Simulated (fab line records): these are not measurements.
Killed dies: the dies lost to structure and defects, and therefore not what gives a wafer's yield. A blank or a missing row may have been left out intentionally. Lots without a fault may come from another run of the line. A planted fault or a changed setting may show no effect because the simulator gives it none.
Chamber matching || flow n5 finfet || N5_FIN_SAQP_MANDREL2_REMOVE_60 on rie si-01: 4 sister chambers
The step chemistry HBr/Cl2/O2, target a-Si, stops on SiNx, bt time 10 s. 8 wafers are shown with their chamber, then 7 later ones without.

EACH WAFER AND ITS CHAMBER
{"wafer": "L076.5", "chamber": 0, "drypump motor current A (A)": 5.6, "throttle valve pct (%)": 36.7}
{"wafer": "L087.1", "chamber": 0, "drypump motor current A (A)": 5.6, "throttle valve pct (%)": 36.6}
{"wafer": "L087.2", "chamber": 2, "drypump motor current A (A)": 6.4, "throttle valve pct (%)": 35.6}
{"wafer": "L087.4", "chamber": 1, "drypump motor current A (A)": 4.6, "throttle valve pct (%)": 36.8}
{"wafer": "L087.5", "chamber": 1, "drypump motor current A (A)": 4.6, "throttle valve pct (%)": 36.8}
{"wafer": "L087.6", "chamber": 2, "drypump motor current A (A)": 6.4, "throttle valve pct (%)": 35.6}
{"wafer": "L092.3", "chamber": 3, "drypump motor current A (A)": 5.6, "throttle valve pct (%)": 37.4}
{"wafer": "L092.4", "chamber": 3, "drypump motor current A (A)": 5.7, "throttle valve pct (%)": 37.4}

WAFERS WITHOUT THEIR CHAMBER
{"wafer": "L092.5", "drypump motor current A (A)": 4.6, "throttle valve pct (%)": 36.8}
{"wafer": "L096.3", "drypump motor current A (A)": 4.6, "throttle valve pct (%)": 36.8}
{"wafer": "L096.5", "drypump motor current A (A)": 6.4, "throttle valve pct (%)": 35.7}
{"wafer": "L096.6", "drypump motor current A (A)": 5.7, "throttle valve pct (%)": 37.4}
{"wafer": "L097.1", "drypump motor current A (A)": 6.4, "throttle valve pct (%)": 35.7}
{"wafer": "L097.3", "drypump motor current A (A)": 5.6, "throttle valve pct (%)": 36.6}
{"wafer": "L097.5", "drypump motor current A (A)": 4.6, "throttle valve pct (%)": 36.8}

CHAMBER TAKEN BY EACH
{"wafer": "L092.5", "from the rows above": 1, "in truth": 1}
{"wafer": "L096.3", "from the rows above": 1, "in truth": 1}
{"wafer": "L096.5", "from the rows above": 2, "in truth": 2}
{"wafer": "L096.6", "from the rows above": 3, "in truth": 3}
{"wafer": "L097.1", "from the rows above": 2, "in truth": 2}
{"wafer": "L097.3", "from the rows above": 0, "in truth": 0}
{"wafer": "L097.5", "from the rows above": 1, "in truth": 1}
Placed correctly: 7 of 7. Left unplaced by these rows: 0. Number placed wrongly: 0.
How it was worked out, from the rows above alone: a wafer's distance from a chamber is the root of the sum, over the readings, of the square of ((its reading less the chamber's mean) divided by the reading's scatter). If the next closest chamber is less than 2 further off than the closest, the wafer can't be placed; otherwise it belongs to the closest. Each chamber's mean is taken over the wafers shown for it. The scatter: take each reading less its chamber's mean, square it, sum over the shown wafers, divide by the number of wafers less the number of chambers, and take the root.
